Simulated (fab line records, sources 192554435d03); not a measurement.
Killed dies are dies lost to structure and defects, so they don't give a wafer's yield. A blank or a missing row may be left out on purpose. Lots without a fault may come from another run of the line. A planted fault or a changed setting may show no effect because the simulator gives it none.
fab line records | flow n5_finfet
record lots=10 wafers=26 last_day=18
route steps=1938 shown FIN_CUT@163 STI_FIN_REVEAL@183 BEOL_M4@1111 PASSIVATION@1936
lots that met no fault: from a run of the same line without faults
start_h: hours from the record's first day to the start of the lot's first wafer shown | wait_h: hours since the lot's step before | " the same as in the row above | L1.1+2: a row that stands for several wafers | - no value, or no start given | * or withheld: withheld | < > ~ a bound
route shown NAME@n: a module of which the file shows steps, and the number in the route of the first | usual: mean/standard deviation of fault-free wafers | same: alike in all rows | chamber/n: place in a boat | sites: the reading at each site | _std_site: their standard deviation | _edge_site: outer sites' mean less inner sites' | radius_mm: how far each site lies from the wafer's centre | mask NAME#n: copy n | behind: the tool/chamber that last shaped the wafer | hold: why the lot was held/for how many hours/how that ended | device: the transistor (n, p or np) that didn't switch | end of line: the same wafers' tests at the end of the route | a step without rows: its recipe alone | killed: dies lost to structure and defects at the first sort, not the wafer's yield | map: a wafer's dies, x killed, . not, _ none there
set.NAME: the setting as run; set.NAME@STEP: as run at that earlier step | model.NAME: the simulator's own value behind a step, which no gauge read
steps of the route over a sample of lots; a table a step, a row a wafer
services: from which hour (start_h, from the record's first day; less than 0 if before it) a tool's chamber was out of use, for how many hours, and why
## steps
# step N5_FIN_CUT_CD_MEAS_08
# recipe target_cd_nm=29.1 landing_energy_ev=500 detector=se_inlens polarity=opening
# usual cd_nm=29.15/0.27
# same landing_energy_ev=500
# columns lot.wafer tool chamber start_h wait_h cd_nm
L234.3 cd_sem-01 0 26.28 - 29.48
L234.5 " 0 " " 29.22
L241.2 cd_sem-02 0 72.96 - 28.61
L241.5 " 0 " " 29.01
L242.2 cd_sem-01 0 77.84 - 29.13
L242.3 " 0 " " 28.85
L242.4 " 0 " " 28.79
L243.2 cd_sem-02 0 84.65 - 28.92
L243.4 " 0 " " 29.27
L243.6 " 0 " " 28.82
L248.2 cd_sem-03 0 111.80 - 29.41
L248.3 " 0 " " 29.41
L248.6 " 0 " " 29.30
L250.3 cd_sem-01 0 122.97 - 29.10
L250.5 " 0 " " 29.37
L250.6 " 0 " " 29.72
L254.1 cd_sem-02 0 148.70 - 28.79
L254.4 " 0 " " 28.90
L255.2 cd_sem-03 0 153.89 - 29.06
L255.5 " 0 " " 29.40
L256.2 cd_sem-01 0 161.61 - 29.35
L256.3 " 0 " " 29.00
L256.5 " 0 " " 28.76
L257.3 cd_sem-03 0 167.11 - 28.91
L257.5 " 0 " " 28.83
L257.6 " 0 " " 28.64
# step N5_FIN_CUT_CUT_ETCH_26
# recipe chemistry=CH3F/O2 target=SiNx target_depth_a=390 mask_material=SOC time_s=55.7 pressure_mtorr=30 source_w=395 bias_w=73 Ar_flow_sccm=150 CH3F_flow_sccm=30 O2_flow_sccm=20 ion_energy_ev=120
# usual O2_flow_sccm=19.99/0.061 drypump_motor_current_A=5.6/0.46 mfc_ar_sccm=150.1/0.46 oes_f_703_au=0.80/0.083 oes_product_au=0.81/0.093 rf_vpp_V=299/9.7 showerhead_plenum_p_Torr=2.06/0.069 throttle_valve_pct=16.29/0.25
# columns lot.wafer tool chamber start_h wait_h O2_flow_sccm drypump_motor_current_A mfc_ar_sccm oes_f_703_au oes_product_au rf_hours_counter_h rf_vpp_V showerhead_plenum_p_Torr throttle_valve_pct
L234.3 rie_diel-05 2 26.84 0.0 20.02 5.1 150.2 0.71 0.74 149 309 2.09 16.50
L234.5 " 1 " " 20.00 6.4 150.7 0.73 0.73 - 307 2.08 16.66
L241.2 rie_diel-03 3 73.52 0.0 20.05 5.2 150.5 0.70 0.70 202 292 1.99 16.56
L241.5 " 2 " " 19.95 5.7 149.9 0.89 0.92 - 301 2.12 16.03
L242.2 rie_diel-03 1 78.60 0.0 19.97 5.3 149.6 0.83 0.88 26 315 2.13 16.22
L242.3 " 2 " " 20.01 5.7 150.8 0.89 0.92 23 301 2.12 16.02
L242.4 " 3 " " 20.02 5.2 149.8 0.71 0.70 204 291 1.99 16.54
L243.2 rie_diel-03 2 85.31 0.0 20.01 5.7 150.0 0.90 0.92 24 301 2.12 16.03
L243.4 " 0 " " 20.06 6.1 150.0 0.70 0.68 251 296 1.97 16.70
L243.6 " 2 " " 20.07 5.7 149.7 0.90 0.92 - 301 2.12 16.04
L248.2 rie_diel-05 0 112.36 0.0 20.03 5.5 149.7 0.76 0.76 146 289 2.11 16.20
L248.3 " 2 " " 19.91 5.1 150.6 0.70 0.72 173 309 2.08 16.56
L248.6 " 2 " " 20.00 5.1 149.9 0.70 0.72 - 309 2.08 16.54
L250.3 rie_diel-05 0 123.53 0.0 20.04 5.5 149.7 0.76 0.77 148 293 2.11 16.18
L250.5 " 3 " " 19.95 5.2 149.5 0.86 0.86 - 301 2.03 16.08
L250.6 " 0 " " 20.05 5.5 150.5 0.76 0.76 - 289 2.11 16.19
L254.1 rie_diel-04 2 149.26 0.0 20.12 6.6 149.7 0.85 0.77 140 276 1.91 16.31
L254.4 " 0 " " 19.98 5.3 149.3 0.92 0.90 - 285 2.13 15.74
L255.2 rie_diel-03 1 154.51 0.0 20.00 5.3 149.6 0.79 0.84 50 314 2.12 16.27
L255.5 " 3 " " 19.93 5.2 149.9 0.69 0.67 - 292 1.98 16.60
L256.2 rie_diel-03 0 162.17 0.0 19.94 6.1 150.1 0.96 0.95 9 297 1.96 16.25
L256.3 " 3 " " 19.90 5.3 150.3 0.68 0.67 233 293 1.98 16.61
L256.5 " 1 " " 20.00 5.3 150.5 0.79 0.84 - 315 2.12 16.28
L257.3 rie_diel-04 0 168.21 0.0 20.04 5.3 148.8 0.90 0.92 22 287 2.13 15.75
L257.5 " 2 " " 20.02 6.7 150.0 0.83 0.77 - 273 1.91 16.35
L257.6 " 1 " " 19.97 6.1 149.9 0.81 0.85 - 301 2.12 16.34
# step N5_FIN_CUT_PRECLEAN_35
# recipe time_s=13.3 temp_c=45 pressure_torr=125 p_hf_torr=3 p_coreactant_torr=25 chemistry=vHF
# usual drypump_motor_current_A=5.8/0.41
# columns lot.wafer tool chamber start_h wait_h drypump_motor_current_A
L234.3 vapor_etch-02 1 26.97 0.1 6.2
L234.5 " 0 " " 6.1
L241.2 vapor_etch-02 0 73.63 0.0 6.1
L241.5 " 1 " " 6.2
L242.2 vapor_etch-01 1 78.71 0.0 5.2
L242.3 " 1 " " 5.2
L242.4 " 0 " " 6.0
L243.2 vapor_etch-02 0 85.43 0.1 6.0
L243.4 " 1 " " 6.2
L243.6 " 0 " " 6.1
L248.2 vapor_etch-01 0 112.47 0.0 6.0
L248.3 " 1 " " 5.2
L248.6 " 0 " " 6.0
L250.3 vapor_etch-02 1 123.66 0.1 6.2
L250.5 " 1 " " 6.2
L250.6 " 0 " " 6.1
L254.1 vapor_etch-01 0 149.37 0.0 6.0
L254.4 " 0 " " 6.0
L255.2 vapor_etch-02 1 154.64 0.1 6.2
L255.5 " 0 " " 6.1
L256.2 vapor_etch-02 1 163.25 1.0 6.2
L256.3 " 0 " " 6.1
L256.5 " 1 " " 6.2
L257.3 vapor_etch-01 0 168.34 0.1 6.0
L257.5 " 1 " " 5.2
L257.6 " 0 " " 6.0
# step N5_FIN_CUT_INSPECT_17
# recipe inspect_instrument=brightfield mode=aei
# usual raw_defect_count=231/63
# columns lot.wafer tool chamber start_h wait_h raw_defect_count
L234.3 defect_inspect-02 - 27.44 0.0 250
L234.5 " - " " 244
L241.2 defect_inspect-02 - 74.00 0.0 259
L241.5 " - " " 218
L242.2 defect_inspect-02 - 79.07 0.0 1165
L242.3 " - " " 1099
L242.4 " - " " 1041
L243.2 defect_inspect-01 - 85.87 0.0 1114
L243.4 " - " " 1116
L243.6 " - " " 1208
L248.2 defect_inspect-01 - 112.84 0.0 131
L248.3 " - " " 151
L248.6 " - " " 126
L250.3 defect_inspect-01 - 124.14 0.0 172
L250.5 " - " " 234
L250.6 " - " " 239
L254.1 defect_inspect-01 - 149.73 0.0 383
L254.4 " - " " 214
L255.2 defect_inspect-01 - 155.00 0.0 174
L255.5 " - " " 173
L256.2 defect_inspect-01 - 163.62 0.0 177
L256.3 " - " " 214
L256.5 " - " " 202
L257.3 defect_inspect-01 - 168.72 0.0 303
L257.5 " - " " 276
L257.6 " - " " 306
# step N5_STI_FIN_REVEAL_ALD_00
# recipe material=SiO2 target_thk_a=10 temp_c=300 ald_precursor_family=BDEAS ald_co_reactant=O2-plasma pulse_time_s=1 pressure_torr=2
# usual heater_power_w=461/42 precursor_pulse_height_rel=1.002/0.021 susceptor_temp_C=300.00/0.22
# columns lot.wafer tool chamber start_h wait_h heater_power_w precursor_pulse_height_rel susceptor_temp_C
L234.3 ald_sin-03 3 27.48 0.0 570 0.999 300.14
L234.5 " 0 " " 476 0.998 299.74
L241.2 ald_sin-02 3 74.04 0.0 461 1.024 300.15
L241.5 " 1 " " 476 0.997 299.85
L242.2 ald_sin-02 1 79.11 0.0 472 1.001 300.07
L242.3 " 2 " " 460 1.073 299.85
L242.4 " 3 " " 461 1.009 300.22
L243.2 ald_sin-02 2 85.90 0.0 461 0.998 300.08
L243.4 " 1 " " 487 1.002 299.83
L243.6 " 0 " " 390 1.014 300.12
L248.2 ald_sin-02 0 113.19 0.3 393 0.997 300.33
L248.3 " 1 " " 473 1.010 300.05
L248.6 " 1 " " 477 0.999 300.02
L250.3 ald_sin-03 1 124.56 0.4 482 1.037 300.19
L250.5 " 3 " " 518 1.013 300.18
L250.6 " 0 " " 489 0.988 299.92
L254.1 ald_sin-02 0 149.77 0.0 406 1.026 299.80
L254.4 " 2 " " 468 1.052 299.81
L255.2 ald_sin-03 0 155.40 0.4 488 1.024 300.51
L255.5 " 2 " " 445 1.012 299.93
L256.2 ald_sin-02 1 164.07 0.4 472 0.961 299.96
L256.3 " 3 " " 467 1.001 300.29
L256.5 " 1 " " 497 0.993 300.04
L257.3 ald_sin-03 2 168.76 0.0 449 1.034 300.16
L257.5 " 0 " " 493 1.017 300.33
L257.6 " 2 " " 438 1.022 299.91
# step N5_BEOL_M4_RC_MEAS_101
# usual DIBL_N=36.2/2.2 DIBL_P=36.1/2.8 IOFF_N=0.16/0.041 IOFF_P=0.21/0.047 ION_N=676/16 ION_P=463/11 SS_N=71.6/0.78 SS_P=73.3/0.86 VT_N=249/3.8 VT_P=-251/3.9
# columns lot.wafer tool chamber start_h wait_h DIBL_N[mV/V] DIBL_P[mV/V] IOFF_N[nA/um] IOFF_P[nA/um] ION_N[uA/um] ION_P[uA/um] SS_N[mV/dec] SS_P[mV/dec] VT_N[mV] VT_P[mV]
L234.3 prober-02 0 174.68 0.3 33.8 32.5 0.13 0.16 686 465 70.7 72.0 250 -256
L234.5 " 0 " " 35.4 34.2 0.16 0.19 688 467 70.9 72.9 248 -251
L241.2 prober-02 0 211.58 0.2 36.6 36.2 0.16 0.20 669 458 71.7 73.7 254 -252
L241.5 " 0 " " 37.7 38.9 0.19 0.23 682 459 72.2 74.6 249 -250
L242.2 prober-01 0 223.12 0.2 37.9 38.6 0.19 0.26 698 482 71.6 73.8 248 -246
L242.3 " 0 " " 35.0 35.5 0.13 0.21 662 464 71.4 72.8 252 -251
L242.4 " 0 " " 33.5 32.4 0.11 0.16 665 462 70.4 72.3 254 -249
L243.2 prober-02 0 237.18 0.2 37.7 37.3 0.18 0.23 680 463 72.4 73.0 249 -248
L243.4 " 0 " " 32.6 31.9 0.10 0.16 664 460 69.9 72.2 255 -253
L243.6 " 0 " " 39.5 40.4 0.22 0.28 678 464 71.7 74.3 247 -247
L248.2 prober-01 0 273.69 0.2 35.5 36.9 0.16 0.21 669 459 71.9 73.2 247 -250
L248.3 " 0 " " 37.2 38.5 0.21 0.24 691 468 72.1 73.8 243 -247
L248.6 " 0 " " 35.6 36.7 0.18 0.21 686 466 72.0 73.7 245 -252
L250.3 prober-01 0 276.42 0.3 39.1 38.1 0.18 0.22 672 461 72.0 73.4 249 -253
L250.5 " 0 " " 35.7 34.2 0.13 0.16 657 449 71.8 73.1 252 -256
L250.6 " 0 " " 38.9 39.0 0.19 0.24 678 456 72.1 74.0 247 -252
L254.1 prober-01 0 303.48 0.0 36.5 37.7 0.16 0.24 677 474 70.9 74.4 250 -249
L254.4 " 0 " " 38.7 38.0 0.18 0.24 679 467 71.6 74.2 252 -249
L255.2 prober-01 0 305.86 0.4 37.1 39.2 0.20 0.25 700 481 71.7 74.1 246 -247
L255.5 " 0 " " 35.2 37.6 0.16 0.22 675 461 71.9 73.6 248 -251
L257.3 prober-01 0 313.13 0.3 35.8 38.1 0.15 0.23 661 461 70.6 74.0 250 -250
L257.5 " 0 " " 40.4 42.0 0.26 0.31 701 482 72.5 75.7 242 -245
L257.6 " 0 " " 31.0 31.3 0.08 0.13 647 449 69.6 71.7 260 -255
L256.2 prober-02 0 316.46 0.2 33.7 32.3 0.11 0.14 653 450 69.8 71.8 254 -255
L256.3 " 0 " " 33.2 31.3 0.10 0.14 664 453 70.4 71.6 256 -258
L256.5 " 0 " " 38.4 37.8 0.18 0.21 669 455 71.6 73.5 249 -254
# step N5_PASSIVATION_PROBE_49
# usual defect_limited_yield=91.4/1.4 killed_at_M0_to_M3=33/10 killed_at_M4_up=14/6.1 killed_at_contacts=14/6.1 killed_at_front_end=38/9.7 killed_at_other=3.1/2.9 killed_dies=102/17 killed_on_rim=14/4.1 killed_open=67/13 killed_short=32/8 sort_bin_5_function=5.1/0.94 sort_bin_6_memory=3.2/0.68 sort_bin_8_speed=0.02/0.17 sort_n_pass=1078/17 sort_yield_pct=91.3/1.5
# same gross_dies=1180 killed_at_back_side=0 sort_bin_4_leakage[%]=0
# columns lot.wafer tool chamber start_h wait_h defect_limited_yield[%] killed_at_M0_to_M3 killed_at_M4_up killed_at_contacts killed_at_front_end killed_at_other killed_dies killed_on_rim killed_open killed_short sort_bin_5_function[%] sort_bin_6_memory[%] sort_bin_8_speed[%] sort_n_pass sort_yield_pct[%]
L234.3 prober-02 - 271.72 0.1 91.7 32 10 17 33 6 98 9 64 32 5.5 2.7 0 1082 91.7
L234.5 prober-02 - 271.82 0.2 89.9 46 13 10 44 6 119 15 80 39 5.9 3.7 0 1061 89.9
L241.2 prober-01 - 322.88 0.1 93.4 30 13 9 18 8 78 9 56 20 4.7 1.7 0 1102 93.4
L241.5 prober-01 - 323.03 0.2 92.5 21 21 6 39 2 89 13 67 20 3.9 3.5 0 1091 92.5
L242.2 prober-01 - 330.60 0.1 81.7 15 10 7 179 5 216 9 52 28 11.2 4.2 0 964 81.7
L242.3 prober-01 - 330.65 0.1 83.5 17 19 11 141 7 195 26 61 22 9.3 3.6 0 985 83.5
L242.4 prober-01 - 330.70 0.2 81.6 29 15 24 141 8 217 27 63 37 10.8 4.2 0 963 81.6
L243.2 prober-02 - 342.07 0.1 81.4 36 10 8 164 1 219 32 59 40 12.1 3.6 0 961 81.4
L243.4 prober-02 - 342.17 0.2 87.6 26 11 14 93 2 146 27 55 25 6.9 3.5 0 1034 87.6
L243.6 prober-02 - 342.27 0.3 83.0 26 18 16 139 2 201 28 55 29 10.5 3.6 0 979 83.0
L248.2 prober-01 - 376.18 0.1 91.4 44 12 11 32 2 101 12 66 31 4.9 3.4 0 1079 91.4
L248.3 prober-01 - 376.23 0.1 90.8 32 8 17 51 0 108 13 78 29 4.9 3.8 0 1072 90.8
L248.6 prober-01 - 376.38 0.3 90.6 27 24 12 47 1 111 15 76 35 5.3 3.9 0 1069 90.6
L257.3 prober-02 - 425.05 0.1 90.7 39 15 21 34 1 110 19 75 35 5.6 3.3 0 1070 90.7
L257.5 prober-02 - 425.15 0.2 92.2 44 10 9 29 0 92 12 60 32 5.0 2.4 0 1088 92.2
L257.6 prober-02 - 425.20 0.3 92.3 30 13 15 33 0 91 13 61 30 4.3 3.1 0.08 1088 92.2
# killed by level:class
L234.3 MOL_CONTACT_COAG:geometric_particle:open=13 STI_FIN_REVEAL:geometric_particle:open=9 BEOL_M0_SAQP:geometric_particle:short=8 BEOL_M1:geometric_particle:open=6 BEOL_M0_SAQP:geometric_particle:open=5 BEOL_M0:geometric_particle:open=5 ILD0:geometric_particle:short=4 MOL_CONTACT_COAG:geometric_particle:short=4
L234.5 BEOL_M0_SAQP:geometric_particle:open=16 BEOL_M0_SAQP:geometric_particle:short=16 STI_FIN_REVEAL:geometric_particle:open=15 MOL_CONTACT_COAG:geometric_particle:open=10 FIN_SAQP:geometric_particle:open=7 BEOL_M3:geometric_particle:open=7 BEOL_M4:geometric_particle:open=5 BEOL_M2:geometric_particle:open=4
L241.2 STI_FIN_REVEAL:geometric_particle:open=9 BEOL_M2:geometric_particle:open=8 MOL_CONTACT_COAG:geometric_particle:open=6 BEOL_M0_SAQP:geometric_particle:open=6 BEOL_M4:geometric_particle:open=6 MIM_TOP:geometric_particle:open=5 MOL_CONTACT_COAG:geometric_particle:short=3 BEOL_M0_SAQP:geometric_particle:short=3
L241.5 STI_FIN_REVEAL:geometric_particle:open=13 BEOL_M4:geometric_particle:open=9 BEOL_M1:geometric_particle:open=7 FIN_SAQP:geometric_particle:short=5 ILD0:geometric_particle:open=5 MOL_CONTACT_COAG:geometric_particle:open=5 FIN_SAQP:geometric_particle:open=4 BEOL_M2:geometric_particle:open=4
L242.2 FIN_CUT:unspecified=136 FIN_SAQP:geometric_particle:open=17 FIN_SAQP:geometric_particle:short=6 BEOL_M4:geometric_particle:open=6 ILD0:geometric_particle:short=5 MOL_CONTACT_COAG:geometric_particle:open=4 BEOL_M1:geometric_particle:open=4 MOL_CONTACT_COAG:geometric_particle:short=3
L242.3 FIN_CUT:unspecified=112 BEOL_M4:geometric_particle:open=13 MOL_CONTACT_COAG:geometric_particle:open=10 STI_FIN_REVEAL:geometric_particle:open=7 BEOL_M0_SAQP:geometric_particle:open=6 STI_FIN_REVEAL:geometric_particle:short=5 BEOL_M5:geometric_particle:open=4 PASS1_CAP:geometric_particle:short=4
L242.4 FIN_CUT:unspecified=115 MOL_CONTACT_COAG:geometric_particle:open=17 BEOL_M0_SAQP:geometric_particle:open=11 BEOL_M0_SAQP:geometric_particle:short=9 MOL_CONTACT_COAG:geometric_particle:short=7 FIN_SAQP:geometric_particle:short=6 BEOL_M4:geometric_particle:open=6 MIM_BOT:geometric_particle:short=4
L243.2 FIN_CUT:unspecified=118 BEOL_M1:geometric_particle:open=9 GATE_CUT:geometric_particle:short=9 BEOL_M0_SAQP:geometric_particle:short=8 BEOL_M0_SAQP:geometric_particle:open=8 FIN_SAQP:geometric_particle:open=7 MOL_CONTACT_COAG:geometric_particle:open=7 STI_FIN_REVEAL:geometric_particle:open=6
L243.4 FIN_CUT:unspecified=61 MOL_CONTACT_COAG:geometric_particle:open=11 BEOL_M0_SAQP:geometric_particle:open=6 BEOL_M1:geometric_particle:open=6 FIN_SAQP:geometric_particle:open=5 STI_FIN_REVEAL:geometric_particle:open=5 STARTING-WAFER:geometric_particle:open=5 GATE_CUT:geometric_particle:short=4
L243.6 FIN_CUT:unspecified=116 MOL_CONTACT_COAG:geometric_particle:open=10 BEOL_M1:geometric_particle:open=10 BEOL_M4:geometric_particle:open=7 BEOL_M4:geometric_particle:short=7 MOL_CONTACT_COAG:geometric_particle:short=6 FIN_SAQP:geometric_particle:open=5 BEOL_M0_SAQP:geometric_particle:open=5
L248.2 BEOL_M0_SAQP:geometric_particle:short=13 MOL_CONTACT_COAG:geometric_particle:open=10 BEOL_M2:geometric_particle:open=9 GATE_CUT:geometric_particle:open=6 BEOL_M0_SAQP:geometric_particle:open=6 BEOL_M1:geometric_particle:open=6 GATE_CUT:geometric_particle:short=5 STI_FIN_REVEAL:geometric_particle:open=4
L248.3 STI_FIN_REVEAL:geometric_particle:open=15 MOL_CONTACT_COAG:geometric_particle:open=12 BEOL_M0_SAQP:geometric_particle:short=12 BEOL_M0_SAQP:geometric_particle:open=10 FIN_SAQP:geometric_particle:open=8 GATE_CUT:geometric_particle:open=6 FIN_SAQP:geometric_particle:short=5 MOL_CONTACT_COAG:geometric_particle:short=5
L248.6 BEOL_M4:geometric_particle:open=10 BEOL_M2:geometric_particle:open=8 MOL_CONTACT_COAG:geometric_particle:open=8 BEOL_M5:geometric_particle:open=8 DUMMY_GATE:geometric_particle:open=7 BEOL_M0_SAQP:geometric_particle:open=7 FIN_SAQP:geometric_particle:open=6 DUMMY_GATE:geometric_particle:short=5
L257.3 MOL_CONTACT_COAG:geometric_particle:open=18 BEOL_M1:geometric_particle:open=18 FIN_SAQP:geometric_particle:short=8 BEOL_M2:geometric_particle:open=8 GATE_CUT:geometric_particle:short=7 BEOL_M4:geometric_particle:open=5 FIN_SAQP:geometric_particle:open=4 BEOL_M0_SAQP:geometric_particle:short=4
L257.5 BEOL_M1:geometric_particle:open=15 BEOL_M2:geometric_particle:open=13 FIN_SAQP:geometric_particle:short=9 MOL_CONTACT_COAG:geometric_particle:open=5 BEOL_M3:geometric_particle:open=5 FIN_SAQP:geometric_particle:open=4 STI_FIN_REVEAL:geometric_particle:open=4 MOL_CONTACT_COAG:geometric_particle:short=4
L257.6 FIN_SAQP:geometric_particle:open=13 BEOL_M1:geometric_particle:open=11 MOL_CONTACT_COAG:geometric_particle:open=9 MOL_CONTACT_COAG:geometric_particle:short=6 BEOL_M2:geometric_particle:open=6 BEOL_M4:geometric_particle:open=6 STARTING-WAFER:geometric_particle:short=6 FIN_SAQP:geometric_particle:short=5
## services
# columns tool chamber start_h hours kind
ald_sin-02 0 7.75 - clean
ald_sin-02 1 7.75 - clean
ald_sin-02 2 7.75 - clean
ald_sin-02 3 7.75 - clean
ald_sin-03 - 14.71 0.7 repair
rie_diel-03 1 35.95 5.7 repair
ald_sin-02 - 40.19 14.6 pm
rie_diel-05 1 43.00 7.6 repair
ald_sin-02 2 61.48 11.1 repair
rie_diel-05 0 61.90 4.1 repair
ald_sin-03 - 68.18 1.6 repair
ald_sin-03 - 85.25 14.0 pm
vapor_etch-01 - 88.20 0.3 repair
rie_diel-04 3 93.70 2.8 repair
vapor_etch-01 - 97.61 1.0 repair
rie_diel-03 0 106.18 2.4 repair
vapor_etch-02 1 106.35 2.3 repair
rie_diel-03 0 108.61 - clean
ald_sin-02 2 110.30 - calibration
rie_diel-04 3 137.60 7.0 repair
ald_sin-03 0 138.71 6.0 repair
rie_diel-03 - 157.63 0.1 repair
vapor_etch-01 - 160.51 3.2 repair
rie_diel-05 1 164.37 3.9 repair
## key
first_sign step=N5_FIN_CUT_INSPECT_17 reading=raw_defect_count direction=up sigmas=14 usual=231 struck=1124
effect step=N5_PASSIVATION_PROBE_49 reading=killed_at_front_end direction=up sigmas=11 usual=38 struck=143
more_kills_born_at N5_FIN_CUT_CUT_ETCH_26@rie_diel-03=658
met_at N5_FIN_CUT_CUT_ETCH_26
struck_lots L242,L243
not_acting_at N5_FIN_CUT_CD_MEAS_08,N5_FIN_CUT_PRECLEAN_35,N5_STI_FIN_REVEAL_ALD_00
onset_between 73.52 78.60
fault kind=chamber_particle_source tool=rie_diel-03 chamber=- onset_h=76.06 steps=N5_FIN_CUT_CUT_ETCH_26 rate_per_visit_cm2=1.2725 end_h=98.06
